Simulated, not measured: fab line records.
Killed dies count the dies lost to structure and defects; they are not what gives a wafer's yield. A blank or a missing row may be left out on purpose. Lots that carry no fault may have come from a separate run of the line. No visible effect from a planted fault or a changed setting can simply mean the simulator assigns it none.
Matching of chambers | flow nand harc | NHARC_A_STAIRCASE_ETCHBACK_422 on rie diel-10 has 4 sister chambers
The step etches the open film in CH3F/O2, target depth 40 nm, time 74.286 s. 4 wafers are shown with their chamber, then 10 later ones without.

== WAFERS WITH THEIR CHAMBER ==
wafer  | chamber | drypump motor current A (A)
L089.4 | 1       | 5.1
L089.5 | 0       | 5.3
L090.3 | 3       | 6.2
L090.4 | 2       | 5.3

== WAFERS WHOSE CHAMBER IS MISSING ==
wafer  | drypump motor current A (A)
L090.6 | 5.3
L092.3 | 5.1
L092.4 | 5.3
L092.5 | 5.3
L094.1 | 5.3
L094.4 | 5.2
L094.6 | 5.1
L095.2 | 6.2
L095.5 | 5.1
L095.6 | 5.3

== WHICH CHAMBER EACH WENT THROUGH ==
wafer  | from the rows above          | in truth
L090.6 | can't be placed: 0 or 2      | 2
L092.3 | 1                            | 1
L092.4 | can't be placed: 0 or 2      | 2
L092.5 | can't be placed: 0 or 2      | 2
L094.1 | can't be placed: 0 or 2      | 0
L094.4 | can't be placed: 0 or 2 or 1 | 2
L094.6 | 1                            | 1
L095.2 | 3                            | 3
L095.5 | 1                            | 1
L095.6 | can't be placed: 0 or 2      | 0
Correct placement for 4 of the 10. Can't be placed from these rows: 6 (the true chamber is among the candidates in 6). Placed wrongly: 0.
How it was worked out, from the rows above alone: a wafer's distance from a chamber is the root of the sum, over the readings, of the square of ((its reading less the chamber's mean) divided by the reading's scatter). If the next closest chamber is less than 2 further off than the closest, the wafer can't be placed; otherwise it belongs to the closest. For every chamber, the mean is computed from those of its wafers that are shown. The scatter (one wafer shown for each chamber): square how far every hidden wafer sits from the nearest shown wafer, average those squares and take the square root.
